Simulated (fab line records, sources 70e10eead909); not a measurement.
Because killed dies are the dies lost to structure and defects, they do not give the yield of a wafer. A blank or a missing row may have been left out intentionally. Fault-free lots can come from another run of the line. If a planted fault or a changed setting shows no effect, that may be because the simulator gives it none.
Which tool was responsible? + flow nand harc + 12 lots, 36 wafers sampled, at 6 steps of a route of 1302

== WHAT EACH GAUGE READ, for each wafer ==
NHARC_P_M0_INSPECT_27.
| lot  | measured     | on                | raw defect count |
|------|--------------|-------------------|------------------|
| L075 | day 6 11:46  | defect inspect-02 | 566 250 539      |
| L077 | day 7 10:44  | defect inspect-02 | 510 397 503      |
| L079 | day 8 03:57  | defect inspect-01 | 200 380 197      |
| L081 | day 9 07:02  | defect inspect-02 | 221 118 245      |
| L083 | day 10 06:40 | defect inspect-02 | 212 230 324      |
| L085 | day 10 14:26 | defect inspect-01 | 277 359 326      |
| L087 | day 11 13:18 | defect inspect-01 | 223 277 323      |
| L088 | day 12 10:22 | defect inspect-02 | 419 256 349      |
| L091 | day 13 06:05 | defect inspect-01 | 146 268 199      |
| L093 | day 14 01:38 | defect inspect-01 | 266 320 205      |
| L095 | day 14 20:52 | defect inspect-02 | 290 354 513      |
| L097 | day 15 20:03 | defect inspect-02 | 285 240 473      |

== WHAT TOOL EACH LOT RAN ON (gives the tool, then ch and the chambers of the sampled wafers, and finally the start) ==
| lot  | NHARC_P_GATE_RTA_80              | NHARC_P_CONTACT_DEP_00                     | NHARC_P_CONTACT_DESCUM_17          | NHARC_P_CONTACT_ALD_22              | NHARC_P_M0_ETCH_15                            |
|------|----------------------------------|--------------------------------------------|------------------------------------|-------------------------------------|-----------------------------------------------|
| L075 | rtp anneal-02 ch 0, day 6 02:25  | pecvd-02 ch 1,2, day 6 03:28               | rie diel-02 ch 0,3, day 6 05:07    | ald metal-02 ch 0,2,3, day 6 07:00  | rie diel-06 ch 0,2, day 6 11:46 or earlier    |
| L077 | rtp anneal-01 ch 0, day 7 01:34  | pecvd-01 ch 1,2, day 7 04:01 or earlier    | rie diel-05 ch 1,2,3, day 7 04:01  | ald metal-01 ch 1,2,3, day 7 05:50  | rie diel-01 ch 1,3, day 7 10:44 or earlier    |
| L079 | rtp anneal-01 ch 0, day 7 18:23  | pecvd-04 ch 0,2, day 7 20:48 or earlier    | rie diel-05 ch 0,1,2, day 7 20:48  | ald metal-04 ch 2,3, day 7 22:39    | rie diel-01 ch 0,1,2, day 8 03:57 or earlier  |
| L081 | rtp anneal-01 ch 0, day 8 21:48  | pecvd-02 ch 1,2, day 9 00:20 or earlier    | rie diel-11 ch 0,2, day 9 00:20    | ald metal-02 ch 2,3, day 9 02:09    | rie diel-06 ch 0,2, day 9 07:02 or earlier    |
| L083 | rtp anneal-01 ch 0, day 9 21:32  | pecvd-02 ch 0,2, day 9 23:50 or earlier    | rie diel-11 ch 1,3, day 9 23:50    | ald metal-02 ch 0,2, day 10 01:51   | rie diel-13 ch 2,3, day 10 06:40 or earlier   |
| L085 | rtp anneal-01 ch 0, day 10 05:02 | pecvd-04 ch 0,1, day 10 06:07              | rie diel-11 ch 0,1,3, day 10 07:44 | ald metal-01 ch 0,1, day 10 09:44   | rie diel-06 ch 0,2,3, day 10 14:26 or earlier |
| L087 | rtp anneal-01 ch 0, day 11 03:52 | pecvd-01 ch 1,2, day 11 04:56              | rie diel-11 ch 1,2,3, day 11 06:36 | ald metal-02 ch 0,3, day 11 08:28   | rie diel-06 ch 0,2, day 11 13:18 or earlier   |
| L088 | rtp anneal-01 ch 0, day 12 01:18 | pecvd-01 ch 0,2, day 12 03:45 or earlier   | rie diel-11 ch 1,2, day 12 03:45   | ald metal-01 ch 0,3, day 12 05:34   | rie diel-01 ch 2,3, day 12 10:22 or earlier   |
| L091 | rtp anneal-02 ch 0, day 12 21:01 | pecvd-01 ch 0,1,2, day 12 23:26 or earlier | rie diel-02 ch 1,2,3, day 12 23:26 | ald metal-04 ch 0,1,3, day 13 01:17 | rie diel-01 ch 1,3, day 13 06:05 or earlier   |
| L093 | rtp anneal-02 ch 0, day 13 16:34 | pecvd-04 ch 1,2, day 13 18:52 or earlier   | rie diel-05 ch 0,1, day 13 18:52   | ald metal-02 ch 0,3, day 13 20:43   | rie diel-01 ch 1,2,3, day 14 01:38 or earlier |
| L095 | rtp anneal-01 ch 0, day 14 11:52 | pecvd-01 ch 0,1,2, day 14 14:20 or earlier | rie diel-11 ch 1,2,3, day 14 14:20 | ald metal-04 ch 0,1, day 14 16:10   | rie diel-06 ch 0,1, day 14 20:52 or earlier   |
| L097 | rtp anneal-02 ch 0, day 15 10:39 | pecvd-02 ch 1,2, day 15 13:11 or earlier   | rie diel-02 ch 0,1,2, day 15 13:11 | ald metal-02 ch 0,2,3, day 15 15:03 | rie diel-06 ch 1,2,3, day 15 20:03 or earlier |
- NHARC_P_GATE_RTA_80: time 30 s.
- NHARC_P_CONTACT_DEP_00: deposits SiO2, target thk 500 nm.
- NHARC_P_CONTACT_DESCUM_17: chemistry O2, time 3 s.
- NHARC_P_CONTACT_ALD_22: deposits TiN, target thk 3 nm, pulse time 1 s, ald cycles 150.
- NHARC_P_M0_ETCH_15: etches the open film in C4F8/Ar, target depth 150 nm, overetch 15 nm, time 82.5 s.

== THE ANSWER, worked out from the rows above alone ==
Rule: what is usual is taken from the lots themselves. The widest of any qualifying gaps counts: lots, ordered by their means at a reading, are off when they make up no more than a third of the lots, leave a main group of 4 or more, and stand apart from it by 3 or more times the standard deviation of that group's means. Not used: any main group whose means are identical at the precision the tables above print for the reading. A lot without any number at a reading at which 4 lots or more have one is off too. The other lots that the step has rows for count as sound.
Across all readings shown, no lot is off: no conclusion can be drawn from this.

== WHAT THE SIMULATOR HAD INSERTED ==
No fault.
